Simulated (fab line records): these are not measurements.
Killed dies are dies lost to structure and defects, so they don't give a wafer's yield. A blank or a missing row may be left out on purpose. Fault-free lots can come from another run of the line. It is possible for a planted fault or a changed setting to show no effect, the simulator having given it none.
fab line records | flow nandHarc
[record] lots = 7 wafers = 21 lastDay = 33
route steps=1302 shown A_BONDPAD@1207 END@1302
lots untouched by any fault: they come from a run of this same line in which no faults occurred
startH: hours from the record's opening day to when the first of the lot's shown wafers began | waitH: time in hours since the lot's previous step | " the same as in the row above | L1.1+2: one row covering several wafers at once | - no value present, or no start provided | * or withheld: withheld | < > ~ a bound
route shown NAME@n: a module of which the file shows steps, and the number in the route of the first | usual: mean/standard deviation taken from wafers without a fault | same: alike in all rows | chamber/n: place in a boat | sites: each site's reading | _std_site: standard deviation across them | _edge_site: mean of outer sites minus mean of inner sites | radiusMm: how far each site lies from the wafer's centre | mask NAME#n: copy n | behind: the tool/chamber that last shaped the wafer | hold: the reason the lot was held/the length of the hold in hours/how it ended | device: the transistor (n, p or np) that didn't switch | end of line: the same wafers' tests at the end of the route | a step given without rows: its recipe and nothing more | killed: not the wafer's yield, but the dies lost to structure and defects at the first sort | map: the dies of a wafer, with x for killed, . for not killed, _ for no die there
set.NAME: setting as actually run; set.NAME@STEP: the setting as run at that earlier step | model.NAME: the simulator's own value behind a step, which no gauge read
lots at selected steps of the route; one table per step, one row per wafer
services: from which hour (startH, from the record's first day; less than 0 if before it) a tool's chamber was out of use, for how many hours, and why
[[steps]]
[step NHARC_A_BONDPAD_HMDS_02]
[recipe] timeS = 30
[step NHARC_A_BONDPAD_COAT_33]
[recipe] tempC = 200 timeS = 65
[step NHARC_A_BONDPAD_COAT_03]
[recipe] spinRpm = 2000 resistThkNm = 600
[step NHARC_A_BONDPAD_SOFTBAKE_04]
[recipe] tempC = 125 timeS = 70
[step NHARC_A_BONDPAD_EBR_05]
[step NHARC_A_BONDPAD_EXPOSE_06]
[recipe] na = 0.55 doseMj = 36.99 maskId = A_BPAD
[step NHARC_A_BONDPAD_PEB_07]
[recipe] pebTempC = 128 pebTimeS = 80
[step NHARC_A_BONDPAD_DEVELOP_08]
[recipe] timeS = 50 devTempC = 22
[step NHARC_A_BONDPAD_CD_MEAS_09]
[recipe] targetCdNm = 500 landingEnergyEv = 500
[usual] cdNm = 500.2/1.9
// columns lot.wafer tool chamber startH waitH cdNm
L733.2 cdSem-03 0 558.36 - 501.9
L733.3 " 0 " " 502.6
L733.6 " 0 " " 502.6
L744.1 cdSem-01 0 637.71 - 497.4
L744.4 " 0 " " 499.6
L744.5 " 0 " " 497.3
L743.4 cdSem-01 0 638.22 - 501.2
L743.5 " 0 " " 499.8
L743.6 " 0 " " 499.0
L751.1 cdSem-03 0 717.83 - 502.1
L751.2 " 0 " " 501.7
L751.5 " 0 " " 500.8
L750.1 cdSem-02 0 728.35 - 499.3
L750.2 " 0 " " 497.9
L750.3 " 0 " " 496.3
L752.3 cdSem-01 0 741.46 - 500.8
L752.5 " 0 " " 502.4
L752.6 " 0 " " 499.8
L755.1 cdSem-01 0 765.51 - 501.9
L755.3 " 0 " " 499.4
L755.6 " 0 " " 502.1
[step NHARC_A_BONDPAD_OVL_MEAS_35]
[usual] overlayXNm = 0/5.4 overlayYNm = 0/5.5
// columns lot.wafer tool chamber startH waitH overlayXNm overlayYNm
L733.2 overlay-01 - 558.45 - 3 1
L733.3 " - " " 2 0
L733.6 " - " " 3 0
L744.1 overlay-02 - 637.80 - 4 -8
L744.4 " - " " 4 -8
L744.5 " - " " 4 -8
L743.4 overlay-01 - 638.30 - -7 -14
L743.5 " - " " -7 -13
L743.6 " - " " -7 -14
L751.1 overlay-02 - 717.92 - -3 -4
L751.2 " - " " -4 -4
L751.5 " - " " -3 -4
L750.1 overlay-01 - 728.44 - -8 9
L750.2 " - " " -8 8
L750.3 " - " " -8 8
L752.3 overlay-02 - 741.55 - -18 0
L752.5 " - " " -18 0
L752.6 " - " " -19 1
L755.1 overlay-01 - 765.60 - -1 1
L755.3 " - " " -1 0
L755.6 " - " " -1 1
[step NHARC_A_BONDPAD_HARDBAKE_10]
[recipe] tempC = 118 timeS = 65
[step NHARC_A_BONDPAD_DESCUM_11]
[recipe] timeS = 3 o2FlowSccm = 200 arFlowSccm = 0 biasPowerW = 0 chemistry = O2
[usual] drypumpMotorCurrentA = 5.71/0.24 mfcArSccm = 0.012/0.012 oesProductAu = 0.997/0.0098 rfVppV = 57.8/0.9 showerheadPlenumPTorr = 1.93/0.1 throttleValvePct = 11.312/0.0093
// columns lot.wafer tool chamber startH waitH drypumpMotorCurrentA mfcArSccm oesProductAu rfHoursCounterH rfVppV showerheadPlenumPTorr throttleValvePct
L733.2 rieDiel-02 3 558.57 - 5.71 0.037 0.998 54 55.5 1.91 11.309
L733.3 " 1 " " 5.13 0.014 0.982 47 57.7 1.98 11.309
L733.6 " 0 " " 6.25 0 0.998 - 56.6 1.79 11.313
L744.1 rieDiel-08 3 637.92 - 5.56 0.027 0.974 2 58.3 1.94 11.305
L744.4 " 0 " " 5.94 0 1.002 2 59.0 2.04 11.311
L744.5 " 0 " " 5.96 0 1.005 - 58.2 2.04 11.322
L743.4 rieDiel-08 1 638.42 - 5.88 0.016 0.998 3 57.3 2.03 11.322
L743.6 " 1 " " 5.88 0.016 1.000 - 58.3 2.03 11.327
L743.5 " 2 " " 5.48 0 0.986 - 56.3 1.78 11.302
L751.1 rieDiel-08 1 718.05 - 5.88 0.016 1.002 5 59.0 2.03 11.305
L751.2 " 2 " " 5.49 0 0.999 5 57.5 1.78 11.317
L751.5 " 2 " " 5.48 0 0.992 - 56.9 1.78 11.311
L750.3 rieDiel-12 3 728.56 - 5.82 0.027 1.004 13 58.1 1.85 11.315
L750.1 " 1 " " 5.34 0 1.000 16 57.4 1.99 11.312
L750.2 " 2 " " 5.88 0.027 1.020 15 57.5 1.97 11.305
L752.3 rieDiel-08 3 741.68 - 5.57 0.027 1.008 0 57.8 1.94 11.332
L752.6 " 2 " " 5.47 0 0.991 - 57.4 1.78 11.324
L752.5 " 3 " " 5.58 0.027 1.005 - 56.6 1.94 11.293
L755.1 rieDiel-08 2 765.73 - 5.48 0 0.997 1 56.8 1.78 11.307
L755.3 " 3 " " 5.58 0.027 1.019 1 58.1 1.94 11.292
L755.6 " 2 " " 5.47 0 0.996 - 57.5 1.78 11.317
[step NHARC_A_BONDPAD_ETCH_34]
[recipe] targetDepthA = 600 overetchA = 180 timeS = 65.91 ionEnergyEv = 200 n2FlowSccm = 150 h2FlowSccm = 150 arFlowSccm = 0 rfW = 400 biasW = 150 chemistry = N2/H2
[usual] biasW = 150.0/0.47 chamberPressureMTorr = 29.996/0.027 drypumpMotorCurrentA = 5.70/0.24 mfcArSccm = 0.012/0.012 oesProductAu = 0.999/0.01 rfVppV = 431/3.2 showerheadPlenumPTorr = 2.07/0.11 throttleValvePct = 14.171/0.0087
// columns lot.wafer tool chamber startH waitH biasW chamberPressureMTorr drypumpMotorCurrentA mfcArSccm oesProductAu rfHoursCounterH rfVppV showerheadPlenumPTorr throttleValvePct
L733.2 rieDiel-02 3 558.66 0.1 149.5 29.965 5.71 0.037 0.989 54 431 2.04 14.174
L733.3 " 0 " " 150.3 29.981 6.28 0 0.996 50 427 1.91 14.179
L733.6 " 3 " " 149.8 30.033 5.70 0.037 0.976 - 430 2.04 14.156
L744.1 rieDiel-08 2 638.01 0.1 150.0 29.991 5.49 0 0.975 3 428 1.89 14.176
L744.4 " 3 " " 150.3 29.955 5.57 0.027 0.985 2 431 2.07 14.168
L744.5 " 3 " " 150.2 29.982 5.60 0.027 0.992 - 432 2.07 14.182
L743.4 rieDiel-08 3 638.52 0.1 149.4 30.011 5.57 0.027 0.996 2 430 2.07 14.166
L743.5 " 0 " " 149.9 29.995 5.95 0 1.015 - 435 2.18 14.158
L743.6 " 1 " " 149.3 30.062 5.92 0.016 0.999 - 433 2.17 14.186
L751.2 rieDiel-08 2 718.13 0.1 - - - - - - - - -
L751.1 " 3 " " - - - - - - - - -
L751.5 " 2 " " - - - - - - - - -
L750.2 rieDiel-12 0 728.65 0.1 - - - - - - - - -
L750.1 " 1 " " - - - - - - - - -
L750.3 " 2 " " - - - - - - - - -
L752.3 rieDiel-08 1 741.76 0.1 - - - - - - - - -
L752.5 " 0 " " - - - - - - - - -
L752.6 " 1 " " - - - - - - - - -
L755.1 rieDiel-08 2 765.81 0.1 149.8 29.957 5.48 0 0.991 1 426 1.89 14.173
L755.3 " 3 " " 150.5 29.972 5.58 0.027 1.020 1 431 2.07 14.177
L755.6 " 3 " " 150.3 29.984 5.57 0.027 0.998 - 432 2.06 14.158
[step NHARC_A_BONDPAD_ETCH_12]
[recipe] targetDepthA = 2200 timeS = 110 chf3FlowSccm = 50 o2FlowSccm = 10 arFlowSccm = 200 rfW = 500 biasW = 200 chemistry = CHF3/O2
[usual] biasW = 200.0/0.7 chamberPressureMTorr = 25.003/0.023 drypumpMotorCurrentA = 5.71/0.25 mfcArSccm = 200.0/0.57 oesProductAu = 0.950/0.025 rfVppV = 371.3/2.9 showerheadPlenumPTorr = 2.44/0.12 throttleValvePct = 20.573/0.0094
// columns lot.wafer tool chamber startH waitH biasW chamberPressureMTorr drypumpMotorCurrentA mfcArSccm oesProductAu rfHoursCounterH rfVppV showerheadPlenumPTorr throttleValvePct
L733.2 rieDiel-02 2 - - 200.2 25.001 5.64 199.7 0.929 55 375.4 2.57 20.584
L733.3 " 3 " " 199.8 25.017 5.72 200.9 0.916 54 371.0 2.40 20.552
L733.6 " 1 " " 200.3 25.006 5.14 200.2 0.914 - 372.4 2.48 20.565
L744.1 rieDiel-08 3 - - 200.0 24.986 5.56 200.1 0.947 2 372.2 2.43 20.565
L744.4 " 1 " " 199.3 25.045 5.88 199.5 0.912 3 373.5 2.54 20.577
L744.5 " 3 " " 199.6 25.017 5.57 200.4 0.950 - 371.6 2.43 20.577
L743.4 rieDiel-08 3 - - 200.8 25.008 5.58 200.1 0.975 2 371.3 2.43 20.573
L743.6 " 3 " " 200.5 25.010 5.55 199.1 0.964 - 372.2 2.43 20.583
L743.5 " 0 " " 200.5 24.990 5.94 199.4 0.998 - 373.8 2.56 20.582
L751.2 rieDiel-08 0 718.22 0.1 199.6 24.987 5.94 200.3 0.988 4 373.9 2.56 20.572
L751.1 " 2 " " 201.0 24.977 5.49 200.8 0.960 5 366.1 2.24 20.588
L751.5 " 0 " " 200.0 25.022 5.96 199.8 0.988 - 373.5 2.56 20.568
L750.2 rieDiel-12 0 728.74 0.1 199.6 24.989 5.36 200.0 0.971 17 365.5 2.23 20.580
L750.3 " 1 " " 200.0 25.007 5.36 200.2 0.979 16 372.3 2.49 20.564
L750.1 " 2 " " 199.0 25.014 5.89 201.0 0.939 15 374.0 2.48 20.570
L752.3 rieDiel-08 3 741.86 0.1 198.2 25.009 5.57 200.1 0.977 0 372.4 2.43 20.561
L752.5 " 2 " " 200.6 25.014 5.49 199.7 0.959 - 366.4 2.24 20.572
L752.6 " 3 " " 199.4 24.988 5.60 199.4 0.973 - 371.2 2.43 20.570
L755.3 rieDiel-08 3 - - 199.2 24.961 5.56 200.9 0.978 1 370.8 2.43 20.577
L755.1 " 1 " " 199.1 24.992 5.90 199.6 0.955 1 372.7 2.54 20.588
L755.6 " 0 " " 198.9 25.017 5.92 200.5 0.959 - 373.5 2.56 20.569
[step NHARC_END_SORT_01]
[recipe] tempC = 25
[usual] defectLimitedYield = 90.6/2.6 killedAtArray = 58/18 killedAtOther = 1.0/1.5 killedAtPeriphery = 4/3.1 killedDies = 64/18 killedOpen = 3.4/1.9 killedShort = 2.7/1.7
[same] grossDies = 677
// columns lot.wafer tool chamber startH waitH defectLimitedYield[%] killedAtArray killedAtOther killedAtPeriphery killedDies killedOpen killedShort
L743.4 prober-01 0 680.75 3.4 92.9 46 2 0 48 2 5
L743.5 prober-01 0 681.55 3.7 92.0 47 0 7 54 5 1
L743.6 prober-01 0 682.36 4.0 93.9 40 0 1 41 0 1
L751.1 prober-02 0 747.84 2.5 0 674 1 2 677 3 4
L751.2 prober-02 0 748.64 2.8 0 674 1 2 677 1 6
L751.5 prober-02 0 751.05 3.7 0 673 1 3 677 6 3
L750.1 prober-01 0 766.70 2.5 0 670 2 5 677 4 3
L750.2 prober-01 0 767.51 2.8 0 673 1 3 677 4 4
L750.3 prober-01 0 768.32 3.1 0 670 2 5 677 3 2
L752.3 prober-02 0 778.38 3.1 0 668 6 3 677 4 4
L752.5 prober-02 0 780.01 3.8 0 666 5 6 677 0 4
L752.6 prober-02 0 780.82 4.1 0 669 3 5 677 2 2
// killed by level:class
L743.4 A_CHANNEL_HOLE_D1:chamberFilmFlake=32 A_CONTACT:chamberFilmFlake=4 A_CHANNEL_FILL_D2:geometricParticle:short=2 A_CHANNEL_FILL_D2:chamberFilmFlake=2 A_CHANNEL_FILL_D1:geometricParticle:short=1 A_DECK1_JOINT:geometricParticle:open=1 A_ONON_D2:geometricParticle:open=1 A_CHANNEL_HOLE_D2:geometricParticle:short=1
L743.5 A_CHANNEL_HOLE_D1:chamberFilmFlake=38 A_CONTACT:chamberFilmFlake=2 P_GATE:geometricParticle:open=1 P_CONTACT:geometricParticle:open=1 P_M0:geometricParticle:open=1 P_M1:geometricParticle:open=1 A_ONON_D1:geometricParticle:short=1 A_CONTACT:geometricParticle:open=1
L743.6 A_CHANNEL_HOLE_D1:chamberFilmFlake=32 A_WL_FILL:geometricParticle:short=1 P_BONDPAD:chamberFilmFlake=1 A_CHANNEL_HOLE_D2:chamberFilmFlake=1 A_CHANNEL_FILL_D1:chamberFilmFlake=1 A_STAIRCASE:chamberFilmFlake=1 A_SGD_CUT:chamberFilmFlake=1 A_SLIT:chamberFilmFlake=1
L751.1 A_BONDPAD:areaEtch=589 A_SLIT:chamberFilmFlake=30 A_CHANNEL_HOLE_D1:chamberFilmFlake=29 A_CHANNEL_HOLE_D2:chamberFilmFlake=14 A_WL_FILL:geometricParticle:short=2 A_CHANNEL_FILL_D2:chamberFilmFlake=2 A_WL_FILL:chamberFilmFlake=2 P_CONTACT:geometricParticle:short=1
L751.2 A_BONDPAD:areaEtch=577 A_CHANNEL_HOLE_D1:chamberFilmFlake=38 A_SLIT:chamberFilmFlake=25 A_CHANNEL_HOLE_D2:chamberFilmFlake=20 A_CONTACT:chamberFilmFlake=3 A_STAIRCASE:chamberFilmFlake=3 A_WL_FILL:chamberFilmFlake=2 P_M0:geometricParticle:short=1
L751.5 A_BONDPAD:areaEtch=580 A_CHANNEL_HOLE_D1:chamberFilmFlake=35 A_SLIT:chamberFilmFlake=27 A_CHANNEL_HOLE_D2:chamberFilmFlake=19 A_CHANNEL_FILL_D1:geometricParticle:open=2 A_CONTACT:chamberFilmFlake=2 P_CONTACT:geometricParticle:open=1 A_CHANNEL_FILL_D1:geometricParticle:short=1
L750.1 A_BONDPAD:areaEtch=641 A_CHANNEL_HOLE_D1:chamberFilmFlake=11 A_SLIT:chamberFilmFlake=6 P_STI:chamberFilmFlake=2 P_BONDPAD:chamberFilmFlake=2 A_CHANNEL_FILL_D1:chamberFilmFlake=2 THIN_TSV:chamberFilmFlake=2 A_CHANNEL_FILL_D1:geometricParticle:open=1
L750.2 A_BONDPAD:areaEtch=645 A_CHANNEL_HOLE_D1:chamberFilmFlake=9 A_SLIT:chamberFilmFlake=7 A_CHANNEL_FILL_D2:geometricParticle:short=2 A_STAIRCASE:chamberFilmFlake=2 P_CONTACT:geometricParticle:open=1 A_ONON_D1:geometricParticle:short=1 A_CHANNEL_FILL_D1:geometricParticle:short=1
L750.3 A_BONDPAD:areaEtch=651 A_CHANNEL_HOLE_D1:chamberFilmFlake=9 P_GATE:chamberFilmFlake=3 A_STAIRCASE:chamberFilmFlake=3 A_CHANNEL_FILL_D1:geometricParticle:open=2 THIN_TSV:chamberFilmFlake=2 A_SGD_CUT:geometricParticle:short=1 A_WL_FILL:geometricParticle:short=1
L752.3 A_BONDPAD:areaEtch=593 A_SLIT:chamberFilmFlake=24 A_CHANNEL_HOLE_D2:chamberFilmFlake=21 A_CONTACT:chamberFilmFlake=10 A_STAIRCASE:chamberFilmFlake=6 THIN_TSV:chamberFilmFlake=6 A_DECK1_JOINT:geometricParticle:short=3 A_CHANNEL_HOLE_D1:chamberFilmFlake=3
L752.5 A_BONDPAD:areaEtch=589 A_SLIT:chamberFilmFlake=28 A_CHANNEL_HOLE_D2:chamberFilmFlake=21 A_CONTACT:chamberFilmFlake=12 P_GATE:chamberFilmFlake=6 A_CHANNEL_HOLE_D1:chamberFilmFlake=6 THIN_TSV:chamberFilmFlake=5 A_BONDPAD:chamberFilmFlake=3
L752.6 A_BONDPAD:areaEtch=596 A_SLIT:chamberFilmFlake=33 A_CHANNEL_HOLE_D2:chamberFilmFlake=18 A_CONTACT:chamberFilmFlake=7 A_CHANNEL_HOLE_D1:chamberFilmFlake=4 P_GATE:chamberFilmFlake=3 A_STAIRCASE:chamberFilmFlake=3 A_BLC:chamberFilmFlake=3
// map L750.1 (x killed, . not)
____________x____________
_________xxxxxxx_________
_______xxxxxxxxxxx_______
______xxxxxxxxxxxxx______
_____xxxxxxxxxxxxxxx_____
____xxxxxxxxxxxxxxxxx____
____xxxxxxxxxxxxxxxxx____
___xxxxxxxxxxxxxxxxxxx___
___xxxxxxxxxxxxxxxxxxx___
__xxxxxxxxxxxxxxxxxxxxx__
__xxxxxxxxxxxxxxxxxxxxx__
_xxxxxxxxxxxxxxxxxxxxxxx_
_xxxxxxxxxxxxxxxxxxxxxxx_
_xxxxxxxxxxxxxxxxxxxxxxx_
_xxxxxxxxxxxxxxxxxxxxxxx_
_xxxxxxxxxxxxxxxxxxxxxxx_
xxxxxxxxxxxxxxxxxxxxxxxxx
xxxxxxxxxxxxxxxxxxxxxxxxx
xxxxxxxxxxxxxxxxxxxxxxxxx
xxxxxxxxxxxxxxxxxxxxxxxxx
xxxxxxxxxxxxxxxxxxxxxxxxx
_xxxxxxxxxxxxxxxxxxxxxxx_
_xxxxxxxxxxxxxxxxxxxxxxx_
_xxxxxxxxxxxxxxxxxxxxxxx_
_xxxxxxxxxxxxxxxxxxxxxxx_
_xxxxxxxxxxxxxxxxxxxxxxx_
__xxxxxxxxxxxxxxxxxxxxx__
__xxxxxxxxxxxxxxxxxxxxx__
___xxxxxxxxxxxxxxxxxxx___
___xxxxxxxxxxxxxxxxxxx___
____xxxxxxxxxxxxxxxxx____
____xxxxxxxxxxxxxxxxx____
_____xxxxxxxxxxxxxxx_____
______xxxxxxxxxxxxx______
_______xxxxxxxxxxx_______
_________xxxxxxx_________
____________x____________
// map L751.1 (x killed, . not)
____________x____________
_________xxxxxxx_________
_______xxxxxxxxxxx_______
______xxxxxxxxxxxxx______
_____xxxxxxxxxxxxxxx_____
____xxxxxxxxxxxxxxxxx____
____xxxxxxxxxxxxxxxxx____
___xxxxxxxxxxxxxxxxxxx___
___xxxxxxxxxxxxxxxxxxx___
__xxxxxxxxxxxxxxxxxxxxx__
__xxxxxxxxxxxxxxxxxxxxx__
_xxxxxxxxxxxxxxxxxxxxxxx_
_xxxxxxxxxxxxxxxxxxxxxxx_
_xxxxxxxxxxxxxxxxxxxxxxx_
_xxxxxxxxxxxxxxxxxxxxxxx_
_xxxxxxxxxxxxxxxxxxxxxxx_
xxxxxxxxxxxxxxxxxxxxxxxxx
xxxxxxxxxxxxxxxxxxxxxxxxx
xxxxxxxxxxxxxxxxxxxxxxxxx
xxxxxxxxxxxxxxxxxxxxxxxxx
xxxxxxxxxxxxxxxxxxxxxxxxx
_xxxxxxxxxxxxxxxxxxxxxxx_
_xxxxxxxxxxxxxxxxxxxxxxx_
_xxxxxxxxxxxxxxxxxxxxxxx_
_xxxxxxxxxxxxxxxxxxxxxxx_
_xxxxxxxxxxxxxxxxxxxxxxx_
__xxxxxxxxxxxxxxxxxxxxx__
__xxxxxxxxxxxxxxxxxxxxx__
___xxxxxxxxxxxxxxxxxxx___
___xxxxxxxxxxxxxxxxxxx___
____xxxxxxxxxxxxxxxxx____
____xxxxxxxxxxxxxxxxx____
_____xxxxxxxxxxxxxxx_____
______xxxxxxxxxxxxx______
_______xxxxxxxxxxx_______
_________xxxxxxx_________
____________x____________
[[services]]
// columns tool chamber startH hours kind
rieDiel-08 - 538.02 0.3 repair
rieDiel-02 3 538.62 6.4 repair
rieDiel-08 - 544.85 9.0 pm
rieDiel-08 0 544.85 9.0 ventCycle
rieDiel-08 1 544.85 9.0 ventCycle
rieDiel-08 2 544.85 9.0 ventCycle
rieDiel-08 3 544.85 9.0 ventCycle
rieDiel-08 0 553.85 - clean
rieDiel-08 1 553.85 - clean
rieDiel-08 2 553.85 - clean
rieDiel-08 3 553.85 - clean
rieDiel-02 - 571.06 9.0 pm
rieDiel-12 2 574.55 3.9 repair
rieDiel-08 0 578.35 - clean
rieDiel-08 1 578.35 - clean
rieDiel-08 2 578.35 - clean
rieDiel-08 3 578.35 - clean
rieDiel-08 3 581.01 3.1 repair
rieDiel-12 - 622.48 9.0 pm
rieDiel-02 - 663.47 0.3 repair
rieDiel-12 - 669.03 5.1 repair
rieDiel-12 2 710.59 2.6 repair
rieDiel-08 - 721.85 9.0 pm
rieDiel-02 - 748.06 9.0 pm
[[key]]
[firstSign] step = NHARC_A_BONDPAD_ETCH_34 reading = toolRecord direction = missing
[effect] step = NHARC_END_SORT_01 reading = killedAtArray direction = up sigmas = 35 usual = 58 struck = 671
[moreKillsBornAt] NHARC_A_BONDPAD_ETCH_34@rieDiel-08 = 3524 NHARC_A_BONDPAD_ETCH_34@rieDiel-12 = 1937
metAt NHARC_A_BONDPAD_ETCH_34
struckWafers L750.1,L750.2,L750.3,L751.1,L751.2,L751.5,L752.3,L752.5,L752.6
laterRowsLeftOut L750.1,L750.2,L750.3,L751.1,L751.2,L751.5,L752.3,L752.5,L752.6
onsetBetween 638.52 718.13
[fault] kind = skippedStepWhole tool = rieDiel-08,rieDiel-12 chamber = - onsetH = 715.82 steps = NHARC_A_BONDPAD_ETCH_34 scope = struckLotsOnly
// laterRowsLeftOut: the simulator's readings of these wafers behind a module that went badly wrong aren't trusted and aren't shown, but for the sort
